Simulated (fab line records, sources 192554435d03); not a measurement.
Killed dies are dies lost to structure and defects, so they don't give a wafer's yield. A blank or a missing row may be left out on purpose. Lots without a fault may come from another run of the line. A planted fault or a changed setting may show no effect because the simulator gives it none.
One fault seen from 2 desks | flow n5_finfet | each desk has only its own numbers; what lay behind them comes last

THE TOOL OWNER'S DESK: ald_metal-03
The tool's own readings at N5_BEOL_M4_ALD_84 (deposits TaN, pulse time 2 s, purge time 3 s, co reactant purge time 2 s): means of the sampled wafers that have a number, for each lot that ran on this tool. A lot is out of limits, marked OUT, if its mean lies more than 4 standard deviations from the usual mean; the brackets give that distance.
Columns: A = heater_power_w at N5_BEOL_M4_ALD_84, usual 430 W; B = mfc_carrier_sccm at N5_BEOL_M4_ALD_84, usual 1500 sccm
lot  | first seen here | A   | B
L556 | day 8 11:30     | 497 | 1493
L557 | day 8 13:52     | 461 | 1500
L558 | day 8 14:14     | 467 | 1502
L561 | day 9 21:37     | 504 | 1502
L562 | day 10 02:32    | 496 | 1504
L567 | day 10 22:46    | 478 | 1501
L575 | day 13 06:47    | 415 | 1495
This desk's finding: nothing out of limits on any of the 7 lots.

THE METROLOGY DESK
What the gauges read, lot by lot, whatever tool the lot ran on: means of the sampled wafers that have a number. A lot is out of limits, marked OUT, if its mean lies more than 4 standard deviations from the usual mean; the brackets give that distance. Of its 13 readings 7 are shown: the one that was out of limits first, and those that lie furthest out on some lot.
Columns: A = trench_depth_nm at N5_BEOL_M4_OCD_MEAS_38, usual 54.7 nm; B = COMB_M4 at N5_BEOL_M4_RC_MEAS_101, usual 5.6e-11 S/m; C = COMB_M4_max_site at N5_BEOL_M4_RC_MEAS_101, usual 8.1e-11 S/m; D = IOFF_P at N5_BEOL_M4_RC_MEAS_101, usual 0.21 nA/um; E = ION_N at N5_BEOL_M4_RC_MEAS_101, usual 671 uA/um; F = ION_P at N5_BEOL_M4_RC_MEAS_101, usual 460 uA/um; G = SS_P at N5_BEOL_M4_RC_MEAS_101, usual 73.2 mV/dec
lot  | first seen here | A    | B                  | C                  | D    | E   | F   | G
L556 | day 8 11:09     | 55.0 | 5.6e-11            | 7.8e-11            | 0.18 | 664 | 452 | 72.5
L557 | day 8 13:34     | 54.0 | 5.0e-11            | 7.7e-11            | 0.19 | 671 | 459 | 72.9
L558 | day 8 13:56     | 55.0 | 6.3e-11            | 8.5e-11            | 0.22 | 682 | 461 | 73.5
L561 | day 9 21:10     | 53.9 | 1.4e-10 (+7.7) OUT | 1.7e-10 (+4.9) OUT | 0.20 | 674 | 460 | 73.7
L562 | day 10 01:42    | 54.7 | 1.4e-10 (+7.4) OUT | 1.8e-10 (+5.1) OUT | 0.15 | 648 | 444 | 71.7
L567 | day 10 22:26    | 53.5 | 1.4e-10 (+7.3) OUT | 2.0e-10 (+6.2) OUT | 0.18 | 671 | 460 | 73.5
L570 | day 12 01:14    | 56.5 | 4.7e-11            | 6.1e-11            | 0.24 | 690 | 471 | 73.9
L571 | day 12 05:59    | 55.3 | 5.9e-11            | 8.6e-11            | 0.28 | 691 | 469 | 74.2
L575 | day 13 06:13    | 54.8 | 4.8e-11            | 7.7e-11            | 0.18 | 664 | 458 | 72.8
L576 | day 13 06:15    | 55.4 | 8.0e-11            | 1.0e-10            | 0.19 | 668 | 459 | 73.2
This desk's finding: out of limits on L561, L562, L567; first on L561, day 10 01:07 (COMB_M4 at N5_BEOL_M4_RC_MEAS_101). In limits: L556, L557, L558, L570, L571, L575, L576.

PUT TOGETHER
The metrology desk could have raised an alarm at day 10 01:07, on L561, L562, L567.
The tool owner's desk saw nothing out of limits.
The tool owner's desk has L561, L562, L567 on record, within its limits.
Of the lots named, all ran N5_BEOL_M4_ALD_84 on ald_metal-03.

WHAT THE SIMULATOR HAD PUT IN
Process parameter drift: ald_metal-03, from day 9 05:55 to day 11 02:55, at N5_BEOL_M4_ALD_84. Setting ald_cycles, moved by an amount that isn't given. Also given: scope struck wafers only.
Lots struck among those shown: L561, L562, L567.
Hours from the fault's start to each desk's first reading out of limits: the metrology desk, 19.
